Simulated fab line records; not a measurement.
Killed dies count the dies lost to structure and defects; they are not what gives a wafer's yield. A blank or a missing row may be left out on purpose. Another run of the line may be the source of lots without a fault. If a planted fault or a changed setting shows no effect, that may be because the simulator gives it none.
Split-lot study	flow n5Finfet	route with 1938 steps; 7 lots, 21 wafers read

== SPLIT DETAILS ==
At N5_BEOL_M7_COAT_64 (time 60 s, resist thk 12 nm), the setting spinRpm was moved away from the recipe's 1500 rpm on 7 of the 21 wafers read, by -3.1% to +8.7%. The other wafers ran this setting at the recipe's value.

The reading is taken at the split's own step.

== THE READING ==
SiARC_of_BEOL_M7_COAT_64.thkNm (the simulator's own value, which no gauge read), in nm, at N5_BEOL_M7_COAT_64 (time 60 s, resist thk 12 nm). No usual value for it is given in the file.

wafer	tool, chamber at the split	spinRpm as run, rpm	against the recipe	SiARC_of_BEOL_M7_COAT_64.thkNm, nm	against lot-mates on the recipe
L077.4	lithoTrack-01, 0	1500	recipe	12	-
L077.5	lithoTrack-01, 0	1500	recipe	12	-
L077.6	lithoTrack-01, 0	1500	recipe	12	-
L084.1	lithoTrack-01, 0	1454	-3.1%	12.2	+0.2
L084.5	lithoTrack-01, 0	1454	-3.1%	12.2	+0.2
L084.6	lithoTrack-01, 0	1500	recipe	12	-
L085.1	lithoTrack-01, 0	1577	+5.1%	11.8	-0.2
L085.3	lithoTrack-01, 0	1577	+5.1%	11.6	-0.4
L085.6	lithoTrack-01, 0	1500	recipe	12	-
L087.1	lithoTrack-01, 0	1631	+8.7%	11.6	-0.4
L087.3	lithoTrack-01, 0	1500	recipe	12	-
L087.5	lithoTrack-01, 0	1500	recipe	12	-
L091.1	lithoTrack-01, 0	1500	recipe	12	-
L091.2	lithoTrack-01, 0	1500	recipe	12	-
L091.4	lithoTrack-01, 0	1500	recipe	12	-
L090.1	lithoTrack-01, 0	1617	+7.8%	11.6	-0.4
L090.2	lithoTrack-01, 0	1617	+7.8%	11.6	-0.4
L090.3	lithoTrack-01, 0	1500	recipe	12	-
L093.2	lithoTrack-05, 0	1500	recipe	12	-
L093.3	lithoTrack-05, 0	1500	recipe	12	-
L093.4	lithoTrack-05, 0	1500	recipe	12	-

THE FIT
A straight line over all 21 wafers: SiARC_of_BEOL_M7_COAT_64.thkNm changes by -0.0526 nm for each +1% of spinRpm; r = -0.98; the points scatter about the line by 0.038 nm.
The same after taking each lot's own level away (the mean of its wafers on the recipe; 21 wafers): -0.0526 nm for each +1%; r = -0.98; scatter 0.038 nm.
Per that fit: largest spinRpm move, reading shift of 0.46 nm.
The lots' own levels span 12.00 to 12.00 nm.
Hence the lot-to-lot level has little effect on the slope; both slopes agree.
Check: -0.476 nm against its lot-mates is what the line predicts for one of the wafers moved furthest among these (+8.7%) when that wafer is left out of the fit. It came out at -0.4 nm against them.

== ADDITIONAL SPLITS CARRIED BY THESE WAFERS ==
Other splits were also applied to these wafers ahead of the reading. Each is held against what the fit with the lots' levels taken away leaves over:
other split on the same wafers	wafers away from the commonest value	r with SiARC_of_BEOL_M7_COAT_64.thkNm (lot level and that fit taken away)
N5_BEOL_M5_EXPOSE_08 doseMj	8	-0.51
N5_BEOL_M6_ILD_DEP_00 timeS	6	+0.17
N5_BEOL_M6_COAT_05 spinRpm	7	+0.04

== FILE'S OWN FIT ==
SiARC_of_BEOL_M7_COAT_64.thkNm changes by -0.0507 nm for each +1% of spinRpm, r = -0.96.
